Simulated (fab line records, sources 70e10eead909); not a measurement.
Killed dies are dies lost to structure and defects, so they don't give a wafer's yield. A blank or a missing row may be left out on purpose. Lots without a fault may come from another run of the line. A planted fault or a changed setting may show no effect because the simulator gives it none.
Which tool did it? | flow nand_harc | 13 lots, 39 wafers sampled, at 5 steps of a route of 1159

WHAT THE GAUGES READ, wafer by wafer
NHARC_A_SLIT_INSPECT_11. Usual: raw_defect_count 21, standard deviation 9.2.
lot  | measured     | on                | raw_defect_count | flag
L651 | day 13 22:31 | defect_inspect-01 | 21 21 19         |
L652 | day 14 22:27 | defect_inspect-01 | 10 8 7           |
L654 | day 15 00:23 | defect_inspect-02 | 30 20 15         |
L656 | day 15 10:29 | defect_inspect-01 | 12 14 8          |
L659 | day 16 07:59 | defect_inspect-02 | 16 23 14         |
L658 | day 16 12:24 | defect_inspect-02 | 34 25 25         |
L666 | day 17 18:19 | defect_inspect-01 | 27 33 23         |
L665 | day 17 18:30 | defect_inspect-02 | 26 36 31         |
L668 | day 18 05:11 | defect_inspect-02 | 15 16 17         |
L670 | day 18 18:21 | defect_inspect-02 | 40 39 34         |
L669 | day 18 18:36 | defect_inspect-01 | 16 16 16         |
L672 | day 19 09:13 | defect_inspect-02 | 31 35 38         |
L674 | day 20 03:35 | defect_inspect-02 | 20 18 15         |

NHARC_END_SORT_01. Usual: killed_at_array 28, standard deviation 10; killed_at_other 0.6, standard deviation 1.1; killed_at_periphery 3.6, standard deviation 2.6; killed_dies 32, standard deviation 10; killed_open 3.3, standard deviation 1.8; killed_short 1.9, standard deviation 1.4.
lot  | measured     | on        | killed_at_array | killed_at_other | killed_at_periphery | killed_dies | killed_open | killed_short | flag
L654 | day 19 17:22 | prober-02 | 670 674 673     | 0 0 1           | 7 3 3               | 677 677 677 | 5 2 4       | 2 2 2        | OFF
L656 | day 20 01:16 | prober-02 | 675 674 674     | 0 0 0           | 2 3 3               | 677 677 677 | 2 5 3       | 1 0 1        | OFF

WHICH TOOL RAN EACH LOT (tool, then ch and the chambers of the sampled wafers, then the start)
lot  | NHARC_A_SLIT_STRIP_18                         | NHARC_A_WL_FILL_ALD_00           | NHARC_A_WL_FILL_ALD_02
L651 | rie_diel-10 ch 0,1,3, day 14 09:38 or earlier | ald_hk-03 ch 0,2,3, day 14 09:38 | ald_metal-02 ch 0,1,2, day 14 10:10
L652 | rie_diel-12 ch 0,2, day 15 10:32 or earlier   | ald_hk-02 ch 0,2, day 15 10:32   | ald_metal-04 ch 0,1, day 15 10:59
L654 | rie_diel-02 ch 0,3, day 15 10:34 or earlier   | ald_hk-04 ch 0,1, day 15 10:34   | ald_metal-02 ch 2,3, day 15 11:11
L656 | rie_diel-10 ch 0,2, day 15 22:14 or earlier   | ald_hk-02 ch 1,3, day 15 22:14   | ald_metal-04 ch 0,1,2, day 15 22:41
L659 | rie_diel-02 ch 1,2,3, day 16 19:17 or earlier | ald_hk-03 ch 1,2,3, day 16 19:17 | ald_metal-04 ch 2,3, day 16 19:44
L658 | rie_diel-10 ch 0,1,3, day 16 23:48 or earlier | ald_hk-02 ch 0,2,3, day 16 23:48 | ald_metal-03 ch 0,2,3, day 17 00:15
L666 | rie_diel-10 ch 0,2,3, day 18 05:46 or earlier | ald_hk-03 ch 0,1,2, day 18 05:46 | ald_metal-03 ch 0,2, day 18 06:38
L665 | rie_diel-02 ch 0,2,3, day 18 05:44 or earlier | ald_hk-04 ch 0,2,3, day 18 05:44 | ald_metal-02 ch 1,2, day 18 06:25
L668 | rie_diel-02 ch 0,1,2, day 18 16:38 or earlier | ald_hk-02 ch 0,1, day 18 16:38   | ald_metal-03 ch 0,1,3, day 18 17:09
L670 | rie_diel-12 ch 0,2,3, day 19 06:41 or earlier | ald_hk-02 ch 0,1,2, day 19 06:41 | ald_metal-02 ch 0,2,3, day 19 07:10
L669 | rie_diel-02 ch 0,1,3, day 19 06:53 or earlier | ald_hk-02 ch 0,1,2, day 19 06:53 | ald_metal-03 ch 1,3, day 19 07:33
L672 | rie_diel-12 ch 0,2, day 19 20:29 or earlier   | ald_hk-03 ch 1,2,3, day 19 20:29 | ald_metal-02 ch 1,3, day 19 20:59
L674 | rie_diel-12 ch 0,1,2, day 20 14:38 or earlier | ald_hk-04 ch 1,2, day 20 14:38   | ald_metal-02 ch 0,3, day 20 15:20
- NHARC_A_SLIT_STRIP_18: strips in O2.
- NHARC_A_WL_FILL_ALD_00: deposits Al2O3, target thk 3 nm, pulse time 3 s, ald cycles 30.
- NHARC_A_WL_FILL_ALD_02: deposits TiN, target thk 2 nm, pulse time 3 s, ald cycles 100.

WHAT THE TOOLS THEMSELVES READ (means of the sampled wafers that have a number; where no wafer has one, the mark that the record gives instead)
NHARC_A_SLIT_STRIP_18. Usual: drypump_motor_current_A 5.7 A, standard deviation 0.47; oes_product_au 0.998 a.u., standard deviation 0.012; rf_vpp_V 57.9 V, standard deviation 0.86; showerhead_plenum_p_Torr 3.58 Torr, standard deviation 0.1; throttle_valve_pct 17.037 %, standard deviation 0.0097.
lot  | tool        | drypump_motor_current_A (A) | oes_product_au (a.u.) | rf_vpp_V (V) | showerhead_plenum_p_Torr (Torr) | throttle_valve_pct (%) | flag
L651 | rie_diel-10 | 6.1                         | 0.994                 | 57.9         | 3.55                            | 17.042                 |
L652 | rie_diel-12 | 5.1                         | 1.006                 | 58.3         | 3.68                            | 17.050                 |
L654 | rie_diel-02 | 5.8                         | 1.013                 | 58.0         | 3.48                            | 17.037                 |
L656 | rie_diel-10 | 5.6                         | 1.002                 | 57.9         | 3.47                            | 17.044                 |
L659 | rie_diel-02 | 6.1                         | 0.993                 | 58.0         | 3.59                            | 17.038                 |
L658 | rie_diel-10 | 6.1                         | 0.999                 | 57.6         | 3.55                            | 17.042                 |
L666 | rie_diel-10 | 5.8                         | 0.987                 | 56.9         | 3.51                            | 17.039                 |
L665 | rie_diel-02 | 5.9                         | 1.002                 | 57.5         | 3.56                            | 17.032                 |
L668 | rie_diel-02 | 5.9                         | 0.996                 | 57.6         | 3.62                            | 17.028                 |
L670 | rie_diel-12 | 5.3                         | 0.992                 | 59.0         | 3.66                            | 17.026                 |
L669 | rie_diel-02 | 5.9                         | 0.996                 | 57.9         | 3.55                            | 17.038                 |
L672 | rie_diel-12 | 5.2                         | 1.003                 | 58.5         | 3.67                            | 17.039                 |
L674 | rie_diel-12 | 5.1                         | 0.992                 | 58.6         | 3.62                            | 17.045                 |

NHARC_A_WL_FILL_ALD_00. Usual: heater_power_outer_w 265 W, standard deviation 23; heater_power_w 465 W, standard deviation 41; precursor_pulse_height_rel 0.997, standard deviation 0.019.
lot  | tool      | heater_power_outer_w (W) | heater_power_w (W) | precursor_pulse_height_rel | flag
L651 | ald_hk-03 | 258                      | 451                | 1.007                      |
L652 | ald_hk-02 | 279                      | 484                | 0.989                      |
L654 | ald_hk-04 | -                        | -                  | -                          | OFF
L656 | ald_hk-02 | -                        | -                  | -                          | OFF
L659 | ald_hk-03 | 255                      | 463                | 0.992                      |
L658 | ald_hk-02 | 279                      | 473                | 1.003                      |
L666 | ald_hk-03 | 252                      | 444                | 1.019                      |
L665 | ald_hk-04 | 249                      | 451                | 0.991                      |
L668 | ald_hk-02 | 286                      | 471                | 1.006                      |
L670 | ald_hk-02 | 283                      | 476                | 0.994                      |
L669 | ald_hk-02 | 284                      | 476                | 0.991                      |
L672 | ald_hk-03 | 264                      | 464                | 1.006                      |
L674 | ald_hk-04 | 248                      | 443                | 0.993                      |

NHARC_A_WL_FILL_ALD_02. Usual: heater_power_outer_w 718 W, standard deviation 78; heater_power_w 1126 W, standard deviation 110; precursor_pulse_height_rel 0.998, standard deviation 0.02.
lot  | tool         | heater_power_outer_w (W) | heater_power_w (W) | precursor_pulse_height_rel | flag
L651 | ald_metal-02 | 750                      | 1122               | 0.984                      |
L652 | ald_metal-04 | 749                      | 1129               | 1.014                      |
L654 | ald_metal-02 | 807                      | 1163               | 0.974                      |
L656 | ald_metal-04 | 696                      | 1113               | 1.008                      |
L659 | ald_metal-04 | 618                      | 962                | 1.009                      |
L658 | ald_metal-03 | 745                      | 1231               | 0.986                      |
L666 | ald_metal-03 | 697                      | 1188               | 0.998                      |
L665 | ald_metal-02 | 802                      | 1190               | 0.984                      |
L668 | ald_metal-03 | 704                      | 1123               | 1.015                      |
L670 | ald_metal-02 | 737                      | 1134               | 0.986                      |
L669 | ald_metal-03 | 724                      | 1193               | 1.000                      |
L672 | ald_metal-02 | 762                      | 1178               | 0.999                      |
L674 | ald_metal-02 | 716                      | 1116               | 1.007                      |

THE ANSWER, worked out from the rows above alone
Rule: a lot is off if the mean of its wafers that have a number lies more than 3 standard deviations from the usual mean. A lot without any number at a reading at which 4 lots or more have one is off too. The other lots that the step has rows for count as sound. The gauges are gone through in route order, then the tools' own readings, and for those a lot's mean is taken as printed above. The first step at which some lot is off is used, and at that step the reading that is off furthest; a lot without a number counts as furthest.
Off: L654, L656, at NHARC_END_SORT_01 (killed_at_array). Neither off nor sound, because the step has no rows for them: L651, L652, L659, L658, L666, L665, L668, L670, L669, L672, L674.
A tool fits if, at a process step before that reading, it ran every lot that is off, and no sound lot after the first of them. The gauges at NHARC_END_SORT_01 aren't tried: what is off there is off at NHARC_A_WL_FILL_ALD_00 too, on other tools, and a gauge's error can't cause that. NHARC_A_SLIT_STRIP_18 gives no start for some lots, so the hours and the order of its lots are those of NHARC_A_WL_FILL_ALD_00. None of those tried fits.

WHAT THE SIMULATOR HAD PUT IN
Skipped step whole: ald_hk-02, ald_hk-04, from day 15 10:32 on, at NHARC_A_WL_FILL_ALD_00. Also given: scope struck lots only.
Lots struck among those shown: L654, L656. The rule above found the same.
